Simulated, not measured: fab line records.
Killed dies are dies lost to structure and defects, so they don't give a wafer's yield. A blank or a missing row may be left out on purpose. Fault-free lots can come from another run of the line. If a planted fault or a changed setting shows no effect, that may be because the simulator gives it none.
Chamber matching | flow n5-finfet | N5_DUMMY_GATE_STRIP_41 on rie-diel-05: 4 sister chambers
The step strips in O2. 4 wafers are shown with their chamber, then 9 later ones without.

EACH WAFER AND ITS CHAMBER
wafer  | chamber | drypump-motor-current-A (A)
L086.5 | 0       | 5.3
L087.5 | 1       | 5.1
L092.1 | 2       | 6.4
L092.5 | 3       | 6.0

WAFERS WHOSE CHAMBER IS MISSING
wafer  | drypump-motor-current-A (A)
L095.4 | 6.0
L095.5 | 6.4
L095.6 | 5.1
L096.1 | 5.3
L096.3 | 6.3
L096.5 | 6.0
L097.2 | 5.3
L097.4 | 6.3
L097.5 | 5.3

THE CHAMBER EACH PASSED THROUGH
wafer  | from the rows above | in truth
L095.4 | 3                   | 3
L095.5 | 2                   | 2
L095.6 | 1                   | 1
L096.1 | 0                   | 0
L096.3 | 2                   | 2
L096.5 | 3                   | 3
L097.2 | 0                   | 0
L097.4 | 2                   | 2
L097.5 | 0                   | 0
Correctly placed: 9 of 9. From these rows, 0 cannot be placed. Number placed wrongly: 0.
How it was worked out, from the rows above alone: a wafer's distance from a chamber is the root of the sum, over the readings, of the square of ((its reading less the chamber's mean) divided by the reading's scatter). If the next closest chamber is less than 2 further off than the closest, the wafer can't be placed; otherwise it belongs to the closest. The mean given for a chamber averages the wafers shown for that chamber. The scatter: root of mean squared gap, hidden wafer to nearest shown wafer, with one shown wafer a chamber.
